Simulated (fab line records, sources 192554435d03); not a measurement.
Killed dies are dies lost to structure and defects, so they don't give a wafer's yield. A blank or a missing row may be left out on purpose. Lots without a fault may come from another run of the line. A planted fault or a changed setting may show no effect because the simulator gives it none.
Chamber matching | flow n5_finfet | N5_BEOL_M6_CURE_75 on uv_cure-01: 3 sister chambers
The step cures SiCOH lowk, time 120 s. 3 wafers are shown with their chamber, then 9 later ones without.

WAFERS WITH THEIR CHAMBER
wafer  | chamber | wafer_temp_C_max
L079.6 | 1       | 370.9
L081.6 | 2       | 371.2
L080.3 | 0       | 371.1

WAFERS WITHOUT THEIR CHAMBER
wafer  | wafer_temp_C_max
L090.2 | 371.5
L090.3 | 371.4
L090.5 | 371.3
L092.2 | 371.2
L092.4 | 371.6
L092.6 | 371.2
L094.1 | 370.9
L094.2 | 371.3
L094.3 | 371.7

WHICH CHAMBER EACH WENT THROUGH
wafer  | from the rows above          | in truth
L090.2 | can't be placed: 2 or 0 or 1 | 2
L090.3 | can't be placed: 2 or 0 or 1 | 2
L090.5 | can't be placed: 2 or 0 or 1 | 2
L092.2 | can't be placed: 2 or 0 or 1 | 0
L092.4 | can't be placed: 2 or 0 or 1 | 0
L092.6 | can't be placed: 2 or 0 or 1 | 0
L094.1 | can't be placed: 1 or 0 or 2 | 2
L094.2 | can't be placed: 2 or 0 or 1 | 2
L094.3 | can't be placed: 2 or 0 or 1 | 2
Placed correctly: 0 of 9. Can't be placed from these rows: 9 (the true chamber is among the candidates in 9). Placed wrongly: 0.
How it was worked out, from the rows above alone: a wafer's distance from a chamber is the root of the sum, over the readings, of the square of ((its reading less the chamber's mean) divided by the reading's scatter). The wafer belongs to the nearest chamber; if the next one is less than 2 further off, it can't be placed. A chamber's mean is the mean of its shown wafers. The scatter: with one shown wafer a chamber, the root of the mean of the squares of how far each hidden wafer lies from its nearest shown one.
